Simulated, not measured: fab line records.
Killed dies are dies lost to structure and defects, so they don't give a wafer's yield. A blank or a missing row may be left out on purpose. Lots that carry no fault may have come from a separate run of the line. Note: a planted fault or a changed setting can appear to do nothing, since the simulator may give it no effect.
Chamber matching :: flow nand harc :: cmp-02 running NHARC_A_DECK1_JOINT_CMP_13: 4 sister chambers
The step polishes, target thk 51.023 nm. 4 wafers are shown with their chamber, then 7 later ones without.

## WAFERS WITH THEIR CHAMBER
wafer: L770.1
chamber: 2
motor current A (A): 10.6

wafer: L778.2
chamber: 1
motor current A (A): 12.7

wafer: L781.3
chamber: 0
motor current A (A): 11.4

wafer: L781.4
chamber: 3
motor current A (A): 12.0

## WAFERS MISSING THEIR CHAMBER
wafer: L781.6
motor current A (A): 11.6

wafer: L783.1
motor current A (A): 12.3

wafer: L783.3
motor current A (A): 10.4

wafer: L783.4
motor current A (A): 11.4

wafer: L785.1
motor current A (A): 13.0

wafer: L785.3
motor current A (A): 12.7

wafer: L785.6
motor current A (A): 12.5

## EACH ONE'S CHAMBER
wafer: L781.6
from the rows above: can't be placed: 0 or 3
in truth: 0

wafer: L783.1
from the rows above: can't be placed: 3 or 1
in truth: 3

wafer: L783.3
from the rows above: 2
in truth: 2

wafer: L783.4
from the rows above: 0
in truth: 0

wafer: L785.1
from the rows above: 1
in truth: 1

wafer: L785.3
from the rows above: 1
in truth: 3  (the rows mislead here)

wafer: L785.6
from the rows above: can't be placed: 1 or 3
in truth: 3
Correctly placed: 3 of 7. Cannot be placed on the basis of these rows: 3; the candidates contain the true chamber in 3. 1 placed wrongly.
How it was worked out, from the rows above alone: a wafer's distance from a chamber is the root of the sum, over the readings, of the square of ((its reading less the chamber's mean) divided by the reading's scatter). If the next closest chamber is less than 2 further off than the closest, the wafer can't be placed; otherwise it belongs to the closest. For every chamber, the mean is computed from those of its wafers that are shown. The scatter (one wafer shown for each chamber): square how far every hidden wafer sits from the nearest shown wafer, average those squares and take the square root.
